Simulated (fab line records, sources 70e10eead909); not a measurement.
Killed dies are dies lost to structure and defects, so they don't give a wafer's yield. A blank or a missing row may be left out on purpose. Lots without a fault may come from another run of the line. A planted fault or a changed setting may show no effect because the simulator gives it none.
Chamber matching | flow nand_harc | NHARC_A_M0_ETCH_34 on rie_diel-12: 4 sister chambers
The step etches the open film in N2/H2, target depth 40 nm, overetch 12 nm, time 43.94 s. 4 wafers are shown with their chamber, then 12 later ones without.

WAFERS WITH THEIR CHAMBER
wafer  | chamber | drypump_motor_current_A (A)
L084.5 | 2       | 4.9
L088.2 | 3       | 6.0
L088.3 | 1       | 5.9
L088.6 | 0       | 5.0

WAFERS WITHOUT THEIR CHAMBER
wafer  | drypump_motor_current_A (A)
L090.1 | 6.0
L090.3 | 5.9
L090.5 | 5.0
L091.1 | 5.8
L091.5 | 6.0
L091.6 | 5.8
L092.2 | 5.9
L092.5 | 5.9
L092.6 | 6.0
L096.2 | 5.0
L096.4 | 6.0
L096.6 | 5.0

WHICH CHAMBER EACH WENT THROUGH
wafer  | from the rows above | in truth
L090.1 | 3                   | 3
L090.3 | 1                   | 1
L090.5 | 0                   | 0
L091.1 | 1                   | 1
L091.5 | 3                   | 3
L091.6 | 1                   | 1
L092.2 | 1                   | 1
L092.5 | 1                   | 1
L092.6 | 3                   | 3
L096.2 | 0                   | 0
L096.4 | 3                   | 3
L096.6 | 0                   | 0
Placed correctly: 12 of 12. Can't be placed from these rows: 0. Placed wrongly: 0.
How it was worked out, from the rows above alone: a wafer's distance from a chamber is the root of the sum, over the readings, of the square of ((its reading less the chamber's mean) divided by the reading's scatter). The wafer belongs to the nearest chamber; if the next one is less than 2 further off, it can't be placed. A chamber's mean is the mean of its shown wafers. The scatter: with one shown wafer a chamber, the root of the mean of the squares of how far each hidden wafer lies from its nearest shown one.
